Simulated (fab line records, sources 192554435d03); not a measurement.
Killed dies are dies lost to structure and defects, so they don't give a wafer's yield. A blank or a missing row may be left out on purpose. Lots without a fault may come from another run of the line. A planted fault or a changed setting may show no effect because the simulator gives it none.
fab line records | flow n5_finfet
record lots=7 wafers=21
route steps=1938 shown BEOL_M4@1059 BEOL_M5@1141 BEOL_M6@1197 BEOL_M7@1263 BEOL_M8@1358 BEOL_M9@1419
start_h: hours from the record's first day to the start of the lot's first wafer shown | wait_h: hours since the lot's step before | " the same as in the row above | L1.1+2: a row that stands for several wafers | - no value, or no start given | * or withheld: withheld | < > ~ a bound
route shown NAME@n: a module of which the file shows steps, and the number in the route of the first | usual: mean/standard deviation of fault-free wafers | same: alike in all rows | chamber/n: place in a boat | sites: the reading at each site | _std_site: their standard deviation | _edge_site: outer sites' mean less inner sites' | radius_mm: how far each site lies from the wafer's centre | mask NAME#n: copy n | behind: the tool/chamber that last shaped the wafer | hold: why the lot was held/for how many hours/how that ended | device: the transistor (n, p or np) that didn't switch | end of line: the same wafers' tests at the end of the route | a step without rows: its recipe alone | killed: dies lost to structure and defects at the first sort, not the wafer's yield | map: a wafer's dies, x killed, . not, _ none there
set.NAME: the setting as run; set.NAME@STEP: as run at that earlier step | model.NAME: the simulator's own value behind a step, which no gauge read
lots whose settings were changed on purpose; a table a step, a row a wafer
## steps
# step N5_BEOL_M4_DESCUM_33
# recipe chemistry=O2 time_s=7 source_power_w=50 bias_power_w=20 pressure_mtorr=20 rf_frequency_hz=2.712e+07 temp_c=40 resist=CAR-EUV o2_flow_sccm=225
# columns lot.wafer tool chamber start_h wait_h set.time_s model.CAR-EUV_of_BEOL_M4_COAT_22.thk_nm
L074.1 rie_diel-01 2 170.74 0.0 7.75 25.8
L074.3 " 3 " " 7.75 25.6
L074.5 " 0 " " 7 26
L075.2 rie_diel-04 2 184.16 0.0 6.412 26.4
L075.3 " 3 " " 6.412 26.2
L075.5 " 2 " " 7 26.2
L079.2 rie_diel-03 3 197.66 0.0 7 25.8
L079.3+4 " 1,2 " " 7 26
L080.1+2 rie_diel-03 1,0 200.73 0.1 6.559 26.4
L080.6 " 0 " " 7 26.2
L083.1+6 rie_diel-04 0 213.27 0.0 6.147 26.6
L083.3 " 2 " " 7 26.2
L084.1+2+3 rie_diel-03 0,2,1 240.92 0.2 7 26
L096.1+3 rie_diel-01 1,0 304.67 0.0 7.896 25.4
L096.4 " 0 " " 7 26
# step N5_BEOL_M4_ETCH_77
# recipe chemistry=N2/H2 target=underlayer target_depth_a=65 mask_material=CAR-EUV time_s=5.2 ion_energy_ev=200 pressure_mtorr=30 source_w=840 bias_w=150 n2_flow_sccm=200 h2_flow_sccm=200 ends=cleared
# columns lot.wafer tool chamber start_h wait_h set.time_s@BEOL_M4_DESCUM_33 model.CAR-EUV_of_BEOL_M4_COAT_22.thk_nm
L074.1+3 rie_diel-01 2,3 170.77 0.0 7.75 20
L074.5 " 0 " " 7 20.4
L075.2+3 rie_diel-04 2,3 184.19 0.0 6.412 20.6
L075.5 " 2 " " 7 20.4
L079.2+3+4 rie_diel-03 3,1,2 197.70 0.0 7 20.2
L080.1+2 rie_diel-03 1,0 200.76 0.0 6.559 20.6
L080.6 " 0 " " 7 20.6
L083.1+6 rie_diel-04 0 213.31 0.0 6.147 20.8
L083.3 " 2 " " 7 20.4
L084.1 rie_diel-03 0 240.96 0.0 7 20.4
L084.2+3 " 2,1 " " 7 20.2
L096.1+3 rie_diel-01 1,0 304.70 0.0 7.896 19.8
L096.4 " 0 " " 7 20.2
# step N5_BEOL_M4_ETCH_69
# recipe chemistry=CF4 target=SiARC target_depth_a=156 mask_material=CAR-EUV time_s=26 ion_energy_ev=80 pressure_mtorr=40 source_w=545 bias_w=36 Ar_flow_sccm=100 cf4_flow_sccm=100 ends=cleared
# columns lot.wafer tool chamber start_h wait_h set.time_s@BEOL_M4_DESCUM_33 model.CAR-EUV_of_BEOL_M4_COAT_22.thk_nm
L074.1 rie_diel-01 2 170.79 0.0 7.75 10.8
L074.3 " 3 " " 7.75 10.6
L074.5 " 0 " " 7 11.2
L075.2+3 rie_diel-04 2,3 184.21 0.0 6.412 11.4
L075.5 " 2 " " 7 11.2
L079.2+3+4 rie_diel-03 3,1,2 197.72 0.0 7 11
L080.1+2 rie_diel-03 1,0 200.78 0.0 6.559 11.4
L080.6 " 0 " " 7 11.4
L083.1+6 rie_diel-04 0 213.32 0.0 6.147 11.6
L083.3 " 2 " " 7 11.2
L084.1 rie_diel-03 0 240.97 0.0 7 11.2
L084.2+3 " 2,1 " " 7 11
L096.1+3 rie_diel-01 1,0 304.72 0.0 7.896 10.6
L096.4 " 0 " " 7 11
# step N5_BEOL_M4_ALD_98
# recipe material=SiO2 target_thk_a=25 temp_c=100 ald_precursor_family=BDEAS ald_co_reactant=O2-plasma pulse_time_s=1 co_reactant_pulse_time_s=1 purge_time_s=2 co_reactant_purge_time_s=2 ald_cycles=17 pressure_torr=2
# step N5_BEOL_M4_ETCHBACK_99
# recipe chemistry=CHF3 target=SiO2 target_depth_a=50 time_s=10.4 source_w=215 bias_w=47 Ar_flow_sccm=200 CHF3_flow_sccm=12 ion_energy_ev=100 pressure_mtorr=30
# columns lot.wafer tool chamber start_h wait_h set.time_s@BEOL_M4_DESCUM_33 model.CAR-EUV_of_BEOL_M4_COAT_22.thk_nm
L074.1+3 rie_diel-01 3,0 173.48 2.6 7.75 10
L074.5 " 1 " " 7 10.4
L075.2 rie_diel-01 0 188.13 3.3 6.412 10.8
L075.3 " 1 " " 6.412 10.6
L075.5 " 0 " " 7 10.4
L079.2 rie_diel-01 2 201.17 3.3 7 10.2
L079.3+4 " 0,1 " " 7 10.4
L080.1+2 rie_diel-01 3,0 209.90 9.0 6.559 10.6
L080.6 " 2 " " 7 10.6
L083.1 rie_diel-01 1 230.21 16.8 6.147 10.8
L083.3 " 3 " " 7 10.4
L083.6 " 2 " " 6.147 11
L084.1+2+3 rie_diel-03 2,1,3 249.59 8.5 7 10.4
L096.1+3 rie_diel-01 0,3 311.56 6.4 7.896 9.8
L096.4 " 0 " " 7 10.2
# step N5_BEOL_M4_ETCH_70
# recipe chemistry=N2/H2 target=SOC target_depth_a=800 overetch_a=240 mask_material=SiARC temp_c=40 time_s=130 ion_energy_ev=200 pressure_mtorr=30 source_w=840 bias_w=150 n2_flow_sccm=200 h2_flow_sccm=200
# columns lot.wafer tool chamber start_h wait_h set.time_s model.SiARC_of_BEOL_M4_COAT_68.thk_nm
L074.1 rie_diel-01 3 173.52 0.0 130 5.6
L074.3+5 " 0,1 " " 130 5.8
L075.2+3 rie_diel-01 0,1 188.17 0.0 130 5.8
L075.5 " 0 " " 120.6 6.2
L079.2 rie_diel-01 2 201.21 0.0 130 6
L079.3+4 " 0,1 " " 130 5.8
L080.1 rie_diel-01 3 209.94 0.0 139 5.2
L080.2 " 0 " " 130 5.8
L080.6 " 2 " " 139 5.6
L083.1 rie_diel-01 1 230.24 0.0 130 5.8
L083.3 " 3 " " 130 5.6
L083.6 " 2 " " 147 5.2
L084.1+2+3 rie_diel-03 2,1,3 249.63 0.0 130 5.8
L096.1 rie_diel-01 0 311.59 0.0 130 5.8
L096.3 " 3 " " 118.1 6.2
L096.4 " 0 " " 118.1 6.4
# step N5_BEOL_M5_COAT_74
# recipe resist=underlayer temp_c=205 time_s=60 spin_rpm=1500 resist_thk_nm=5
# columns lot.wafer tool chamber start_h wait_h set.spin_rpm
L074.1+3+5 litho_track-04 0 - - 1446
L075.2 litho_track-03 0 - - 1500
L075.3+5 " 0 " " 1362
L079.2+3+4 litho_track-03 0 - - 1500
L080.1 litho_track-04 0 - - 1382
L080.2+6 " 0 " " 1500
L083.1 litho_track-01 0 - - 1418
L083.3+6 " 0 " " 1500
L084.1+2+3 litho_track-04 0 - - 1500
L096.1+4 litho_track-03 0 - - 1396
L096.3 " 0 " " 1500
# step N5_BEOL_M5_COAT_22
# recipe resist=CAR-EUV spin_rpm=1500 resist_thk_nm=30
# columns lot.wafer tool chamber start_h wait_h set.spin_rpm model.CAR-EUV_of_BEOL_M5_COAT_22.thk_nm
L074.1 litho_track-04 0 - - 1593 29.2
L074.3 " 0 " " 1500 30
L074.5 " 0 " " 1500 30.2
L075.2+5 litho_track-03 0 - - 1500 30
L075.3 " 0 " " 1367 31.4
L079.2+3 litho_track-03 0 - - 1415 31
L079.4 " 0 " " 1500 30.2
L080.1+2+6 litho_track-04 0 - - 1500 30
L083.1 litho_track-01 0 - - 1654 28.6
L083.3+6 " 0 " " 1500 30
L084.1 litho_track-04 0 - - 1500 30.2
L084.2+3 " 0 " " 1500 30
L096.1+3+4 litho_track-03 0 - - 1500 30
# step N5_BEOL_M5_EBR_24
# recipe solvent=PGMEA ebr_width_mm=1.5
# step N5_BEOL_M5_SOFTBAKE_23
# recipe temp_c=110 time_s=60 resist=CAR-EUV
# step N5_BEOL_M5_EXPOSE_25
# recipe mask_id=V4 na=0.33 source_shape=quasar sigma_inner=0.2 sigma_outer=0.6 polarization=unpolarized defocus_nm=10 dose_mj=52.75
# step N5_BEOL_M5_PEB_26
# recipe peb_temp_c=100 peb_time_s=60 resist=CAR-EUV
# step N5_BEOL_M5_DEVELOP_27
# recipe develop_time_s=30 developer=TMAH resist=CAR-EUV rinse_liquid=surfactant_rinse dry=air_spin dev_temp_c=23
# columns lot.wafer tool chamber start_h wait_h set.spin_rpm@BEOL_M5_COAT_22 model.CAR-EUV_of_BEOL_M5_COAT_22.thk_nm
L074.1 litho_track-03 0 - - 1593 28.8
L074.3+5 " 0 " " 1500 29.6
L075.2 litho_track-03 0 - - 1500 29.4
L075.3 " 0 " " 1367 31
L075.5 " 0 " " 1500 29.6
L079.2+3 litho_track-01 0 - - 1415 30.6
L079.4 " 0 " " 1500 29.8
L080.1+2+6 litho_track-04 0 - - 1500 29.6
L083.1 litho_track-04 0 - - 1654 28
L083.3+6 " 0 " " 1500 29.6
L084.1+2+3 litho_track-04 0 - - 1500 29.6
L096.1+3+4 litho_track-03 0 - - 1500 29.6
# step N5_BEOL_M5_DESCUM_33
# recipe chemistry=O2 time_s=7 source_power_w=50 bias_power_w=20 pressure_mtorr=20 rf_frequency_hz=2.712e+07 temp_c=40 resist=CAR-EUV o2_flow_sccm=225
# step N5_BEOL_M5_ETCH_75
# recipe chemistry=N2/H2 target=underlayer target_depth_a=65 mask_material=CAR-EUV time_s=5.2 ion_energy_ev=200 pressure_mtorr=30 source_w=840 bias_w=150 n2_flow_sccm=200 h2_flow_sccm=200 ends=cleared
# columns lot.wafer tool chamber start_h wait_h set.spin_rpm@BEOL_M5_COAT_74 model.etch.depth_nm
L074.1 rie_diel-05 3 185.87 0.0 1446 5.111
L074.3 " 0 " " 1446 5.122
L074.5 " 1 " " 1446 5.116
L075.2 rie_diel-06 2 199.54 0.0 1500 5.019
L075.3 " 1 " " 1362 5.249
L075.5 " 1 " " 1362 5.26
L079.2 rie_diel-02 0 214.80 0.0 1500 5.006
L079.3 " 2 " " 1500 4.995
L079.4 " 1 " " 1500 5.002
L080.1 rie_diel-06 0 219.79 0.0 1382 5.207
L080.2 " 3 " " 1500 4.997
L080.6 " 2 " " 1500 4.992
L083.1 rie_diel-06 2 239.55 0.0 1418 5.123
L083.3 " 3 " " 1500 4.997
L083.6 " 0 " " 1500 4.984
L084.1 rie_diel-06 3 259.77 0.0 1500 5.012
L084.2 " 0 " " 1500 5.006
L084.3 " 1 " " 1500 5.03
L096.1 rie_diel-02 2 323.36 0.0 1396 5.188
L096.3 " 1 " " 1500 4.992
L096.4 " 0 " " 1396 5.173
# step N5_BEOL_M6_PECVD_70
# recipe material=SiO2 target_thk_a=200 temp_c=400 precursor=TEOS/O2 pressure_torr=5.5 rf_w=450 teos_flow_sccm=53.8 gas=O2 flow_sccm=3000 time_s=22.7
# columns lot.wafer tool chamber start_h wait_h set.time_s model.SiO2_of_BEOL_M6_PECVD_70.thk_nm
L074.1 pecvd-01 2 194.59 0.0 20.28 17.4
L074.3 " 0 " " 20.28 17.6
L074.5 " 0 " " 22.7 19.8
L075.2 pecvd-01 0 208.49 0.0 22.7 19.6
L075.3 " 1 " " 22.7 19.8
L075.5 " 1 " " 22.7 20.2
L079.2 pecvd-03 0 224.65 0.0 25.24 22
L079.3 " 0 " " 25.24 22.2
L079.4 " 1 " " 22.7 19.8
L080.1 pecvd-04 1 227.75 0.0 22.7 19.8
L080.2 " 2 " " 20.61 18.2
L080.6 " 1 " " 22.7 20
L083.1 pecvd-01 1 248.90 0.0 25.48 22
L083.3 " 0 " " 22.7 19.8
L083.6 " 1 " " 22.7 20.4
L084.1+2 pecvd-03 0,1 268.30 0.0 22.7 19.4
L084.3 " 2 " " 22.7 19.6
L096.1 pecvd-04 0 332.30 0.0 20.25 18
L096.3 " 2 " " 22.7 19.8
L096.4 " 0 " " 20.25 18.4
# step N5_BEOL_M6_HM_DEP_02
# recipe material=TiN target_thk_a=200 temp_c=25 chamber_pressure_pa=0.49996
# step N5_BEOL_M6_COAT_59
# recipe resist=SOC temp_c=250 time_s=60 spin_rpm=1500 resist_thk_nm=100
# step N5_BEOL_M6_STRIP_80
# recipe chemistry=N2/H2 time_s=10 power_w=450 temp_c=40 pressure_mtorr=20 rf_frequency_hz=6e+07 bias_power_w=7 n2_flow_sccm=200 h2_flow_sccm=200
# step N5_BEOL_M6_HM_STRIP_39
# recipe chemistry=peroxide_tin_strip material=TiN target_depth_a=250 temp_c=50 time_s=158
# columns lot.wafer tool chamber start_h wait_h set.time_s@BEOL_M6_PECVD_70 model.SiO2_of_BEOL_M6_PECVD_70.thk_nm
L074.1 wet_bench-02 5 199.80 0.0 20.28 17.2
L074.3 " 2 " " 20.28 17.4
L074.5 " 4 " " 22.7 19.6
L075.2 wet_bench-04 3 215.00 0.0 22.7 19.4
L075.3 " 1 " " 22.7 19.6
L075.5 " 2 " " 22.7 20.2
L079.2 wet_bench-04 2 229.12 0.0 25.24 21.8
L079.3 " 6 " " 25.24 22
L079.4 " 1 " " 22.7 19.6
L080.1+6 wet_bench-02 7,5 230.67 0.0 22.7 19.8
L080.2 " 4 " " 20.61 18
L083.1 wet_bench-05 5 254.63 0.0 25.48 22
L083.3 " 3 " " 22.7 19.8
L083.6 " 2 " " 22.7 20.2
L084.1 wet_bench-04 3 272.76 0.0 22.7 19.2
L084.2+3 " 5,6 " " 22.7 19.4
L096.1 wet_bench-05 6 335.30 0.0 20.25 18
L096.3 " 4 " " 22.7 19.8
L096.4 " 5 " " 20.25 18.2
# step N5_BEOL_M7_ILD_DEP_00
# recipe material=SiCOH_lowk target_thk_a=1797.5 temp_c=300 precursor=DEMS/porogen pressure_torr=5 rf_w=500 time_s=33.4
# columns lot.wafer tool chamber start_h wait_h set.time_s model.SiCOH_lowk_of_BEOL_M7_ILD_DEP_00.thk_nm
L074.1 pecvd-03 0 203.83 0.0 33.4 179.2
L074.3 " 1 " " 33.4 181.2
L074.5 " 1 " " 33.4 180.6
L075.2 pecvd-04 0 217.40 0.0 35.4 189
L075.3 " 1 " " 35.4 187.8
L075.5 " 2 " " 33.4 180.8
L079.2 pecvd-03 2 232.05 0.0 35.07 187.8
L079.3 " 1 " " 35.07 186.8
L079.4 " 2 " " 33.4 177
L080.1 pecvd-04 1 233.34 0.0 33.4 180.2
L080.2 " 2 " " 29.22 157
L080.6 " 2 " " 33.4 182.4
L083.1 pecvd-03 0 258.08 0.0 35.1 188.4
L083.3 " 2 " " 35.1 188.6
L083.6 " 1 " " 33.4 183.2
L084.1 pecvd-03 2 275.74 0.0 33.4 179.8
L084.2 " 0 " " 33.4 180.8
L084.3 " 1 " " 33.4 177.6
L096.1 pecvd-04 0 337.91 0.0 33.4 174.6
L096.3 " 2 " " 33.4 177.6
L096.4 " 1 " " 33.4 180.6
# step N5_BEOL_M7_CURE_74
# recipe temp_c=385 time_s=240 ambient=He/Ar material=SiCOH_lowk
# columns lot.wafer tool chamber start_h wait_h set.time_s@BEOL_M7_ILD_DEP_00 model.SiCOH_lowk_of_BEOL_M7_ILD_DEP_00.thk_nm
L074.1 uv_cure-03 0 203.92 0.1 33.4 154.6
L074.3 " 0 " " 33.4 156.2
L074.5 " 0 " " 33.4 155.8
L075.2 uv_cure-01 2 217.55 0.1 35.4 163
L075.3 " 2 " " 35.4 162
L075.5 " 2 " " 33.4 155.8
L079.2 uv_cure-03 1 232.20 0.1 35.07 162
L079.3 " 1 " " 35.07 161.2
L079.4 " 1 " " 33.4 152.6
L080.1 uv_cure-02 1 233.43 0.1 33.4 155.4
L080.2 " 1 " " 29.22 135.2
L080.6 " 1 " " 33.4 157.2
L083.1+3 uv_cure-01 1 258.14 0.0 35.1 162.6
L083.6 " 1 " " 33.4 158
L084.1 uv_cure-03 0 276.12 0.4 33.4 155
L084.2 " 0 " " 33.4 155.8
L084.3 " 0 " " 33.4 153
L096.1 uv_cure-01 2 337.98 0.0 33.4 150.6
L096.3 " 2 " " 33.4 153.2
L096.4 " 2 " " 33.4 155.6
# step N5_BEOL_M7_THK_MEAS_01
# recipe reads=SiCOH_lowk_of_BEOL_M7_ILD_DEP_00
# usual M7_ILD_THK=154.9/2.1
# columns lot.wafer tool chamber start_h wait_h set.time_s@BEOL_M7_ILD_DEP_00 M7_ILD_THK[nm]
L074.1 film_metro-02 - 204.43 0.4 33.4 154.5
L074.3 " - " " 33.4 156.3
L074.5 " - " " 33.4 155.7
L075.2 film_metro-01 - 217.98 0.4 35.4 163.0
L075.3 " - " " 35.4 162.0
L075.5 " - " " 33.4 155.8
L079.2 film_metro-01 - 232.63 0.4 35.07 162.1
L079.3 " - " " 35.07 161.3
L079.4 " - " " 33.4 152.8
L080.1 film_metro-01 - 233.94 0.4 33.4 155.4
L080.2 " - " " 29.22 135.2
L080.6 " - " " 33.4 157.3
L083.1 film_metro-01 - 258.66 0.4 35.1 162.4
L083.3 " - " " 35.1 162.6
L083.6 " - " " 33.4 158.1
L084.1 film_metro-02 - 276.64 0.4 33.4 154.9
L084.2 " - " " 33.4 155.8
L084.3 " - " " 33.4 153.2
L096.1 film_metro-01 - 338.49 0.4 33.4 150.5
L096.3 " - " " 33.4 153.2
L096.4 " - " " 33.4 155.7
# step N5_BEOL_M8_COAT_71
# recipe resist=underlayer temp_c=205 time_s=60 spin_rpm=1500 resist_thk_nm=5
# columns lot.wafer tool chamber start_h wait_h set.spin_rpm
L074.1+5 litho_track-01 0 - - 1500
L074.3 " 0 " " 1350
L075.2+3+5 litho_track-03 0 - - 1500
L080.1 litho_track-03 0 - - 1656
L080.2+6 " 0 " " 1500
L079.2+3 litho_track-01 0 - - 1659
L079.4 " 0 " " 1500
L083.1+3 litho_track-05 0 - - 1351
L083.6 " 0 " " 1500
L084.1+2+3 litho_track-01 0 - - 1500
L096.1+3+4 litho_track-01 0 - - 1500
# step N5_BEOL_M8_DESCUM_33
# recipe chemistry=O2 time_s=7 source_power_w=50 bias_power_w=20 pressure_mtorr=20 rf_frequency_hz=2.712e+07 temp_c=40 resist=CAR-EUV o2_flow_sccm=225
# columns lot.wafer tool chamber start_h wait_h set.time_s model.CAR-EUV_of_BEOL_M8_COAT_22.thk_nm
L074.1 rie_diel-01 2 217.34 0.0 7.725 25.8
L074.3 " 3 " " 7.725 25.6
L074.5 " 3 " " 7 26
L075.2+3 rie_diel-03 3,0 228.57 0.2 7.485 25.8
L075.5 " 3 " " 7 26
L080.1+6 rie_diel-03 0,2 246.93 0.8 7.619 25.6
L080.2 " 3 " " 7 26
L079.2+4 rie_diel-03 2,1 250.42 1.2 8.396 25.2
L079.3 " 0 " " 7 26
L083.1+3+6 rie_diel-01 3,2,1 270.88 0.0 8.359 25.4
L084.1+2+3 rie_diel-03 1,3,0 288.56 0.0 7 26.2
L096.1+3 rie_diel-01 2,1 351.07 0.0 7.482 25.8
L096.4 " 3 " " 7.482 25.6
# step N5_BEOL_M8_ETCH_72
# recipe chemistry=N2/H2 target=underlayer target_depth_a=65 mask_material=CAR-EUV time_s=5.2 ion_energy_ev=200 pressure_mtorr=30 source_w=840 bias_w=150 n2_flow_sccm=200 h2_flow_sccm=200 ends=cleared
# columns lot.wafer tool chamber start_h wait_h set.spin_rpm@BEOL_M8_COAT_71 model.etch.depth_nm
L074.1 rie_diel-01 2 217.37 0.0 1500 4.988
L074.3 " 3 " " 1350 5.249
L074.5 " 3 " " 1500 4.974
L075.2 rie_diel-03 3 228.60 0.0 1500 5.006
L075.3 " 0 " " 1500 4.975
L075.5 " 3 " " 1500 4.983
L080.1 rie_diel-03 0 246.96 0.0 1656 4.733
L080.2 " 3 " " 1500 4.993
L080.6 " 2 " " 1500 4.979
L079.2 rie_diel-03 2 250.45 0.0 1659 4.744
L079.3 " 0 " " 1659 4.734
L079.4 " 1 " " 1500 5.005
L083.1 rie_diel-01 3 270.91 0.0 1351 5.291
L083.3 " 2 " " 1351 5.272
L083.6 " 1 " " 1500 4.994
L084.1 rie_diel-03 1 288.59 0.0 1500 4.986
L084.2 " 3 " " 1500 4.995
L084.3 " 0 " " 1500 4.976
L096.1 rie_diel-01 2 351.11 0.0 1500 5.026
L096.3 " 1 " " 1500 5.007
L096.4 " 3 " " 1500 5.025
# step N5_BEOL_M9_ETCH_62
# recipe chemistry=N2/H2 target=SOC target_depth_a=1100 overetch_a=220 mask_material=SiARC temp_c=40 time_s=165 ion_energy_ev=200 pressure_mtorr=30 source_w=840 bias_w=150 n2_flow_sccm=200 h2_flow_sccm=200
# columns lot.wafer tool chamber start_h wait_h set.time_s model.SiARC_of_BEOL_M9_COAT_60.thk_nm
L074.1+5 rie_diel-02 2,3 224.43 0.0 165 23.6
L074.3 " 1 " " 152.8 24
L075.2 rie_diel-02 2 236.27 0.1 144.4 24.4
L075.3 " 2 " " 165 23.4
L075.5 " 2 " " 165 23.6
L080.1+2 rie_diel-05 2,1 254.03 0.0 138.5 24.6
L080.6 " 3 " " 165 23.4
L079.2 rie_diel-05 3 257.70 0.0 165 23.4
L079.3+4 " 1,2 " " 165 23.6
L083.1 rie_diel-05 0 278.16 0.0 165 23.4
L083.3 " 2 " " 190.9 22.4
L083.6 " 3 " " 165 23.2
L084.1+2+3 rie_diel-02 2,1,0 294.57 0.0 165 23.4
L096.1+3+4 rie_diel-05 0,0,1 357.75 0.1 165 23.4
## key
split step=N5_BEOL_M4_DESCUM_33 setting=time_s stated=7 by=wafer
response step=N5_BEOL_M4_DESCUM_33 reading=model.CAR-EUV_of_BEOL_M4_COAT_22.thk_nm change=-0.0333 per=1% r=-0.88
response step=N5_BEOL_M4_ETCH_77 reading=model.CAR-EUV_of_BEOL_M4_COAT_22.thk_nm change=-0.0297 per=1% r=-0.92
response step=N5_BEOL_M4_ETCH_69 reading=model.CAR-EUV_of_BEOL_M4_COAT_22.thk_nm change=-0.0317 per=1% r=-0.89
response step=N5_BEOL_M4_ETCHBACK_99 reading=model.CAR-EUV_of_BEOL_M4_COAT_22.thk_nm change=-0.0335 per=1% r=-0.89
split step=N5_BEOL_M4_ETCH_70 setting=time_s stated=130 by=wafer
response step=N5_BEOL_M4_ETCH_70 reading=model.SiARC_of_BEOL_M4_COAT_68.thk_nm change=-0.0473 per=1% r=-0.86
split step=N5_BEOL_M5_COAT_74 setting=spin_rpm stated=1500 by=wafer
response step=N5_BEOL_M5_ETCH_75 reading=model.etch.depth_nm change=-0.0262 per=1% r=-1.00
split step=N5_BEOL_M5_COAT_22 setting=spin_rpm stated=1500 by=wafer
response step=N5_BEOL_M5_COAT_22 reading=model.CAR-EUV_of_BEOL_M5_COAT_22.thk_nm change=-0.145 per=1% r=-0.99
response step=N5_BEOL_M5_DEVELOP_27 reading=model.CAR-EUV_of_BEOL_M5_COAT_22.thk_nm change=-0.154 per=1% r=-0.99
split step=N5_BEOL_M6_PECVD_70 setting=time_s stated=22.7 by=wafer
response step=N5_BEOL_M6_PECVD_70 reading=model.SiO2_of_BEOL_M6_PECVD_70.thk_nm change=+0.18 per=1% r=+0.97
response step=N5_BEOL_M6_HM_STRIP_39 reading=model.SiO2_of_BEOL_M6_PECVD_70.thk_nm change=+0.186 per=1% r=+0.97
split step=N5_BEOL_M7_ILD_DEP_00 setting=time_s stated=33.4 by=wafer
response step=N5_BEOL_M7_ILD_DEP_00 reading=model.SiCOH_lowk_of_BEOL_M7_ILD_DEP_00.thk_nm change=+1.76 per=1% r=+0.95
response step=N5_BEOL_M7_CURE_74 reading=model.SiCOH_lowk_of_BEOL_M7_ILD_DEP_00.thk_nm change=+1.53 per=1% r=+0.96
response step=N5_BEOL_M7_THK_MEAS_01 reading=M7_ILD_THK change=+1.53 per=1% r=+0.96
split step=N5_BEOL_M8_COAT_71 setting=spin_rpm stated=1500 by=wafer
response step=N5_BEOL_M8_ETCH_72 reading=model.etch.depth_nm change=-0.0262 per=1% r=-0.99
split step=N5_BEOL_M8_DESCUM_33 setting=time_s stated=7 by=wafer
response step=N5_BEOL_M8_DESCUM_33 reading=model.CAR-EUV_of_BEOL_M8_COAT_22.thk_nm change=-0.038 per=1% r=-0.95
split step=N5_BEOL_M9_ETCH_62 setting=time_s stated=165 by=wafer
response step=N5_BEOL_M9_ETCH_62 reading=model.SiARC_of_BEOL_M9_COAT_60.thk_nm change=-0.0666 per=1% r=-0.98
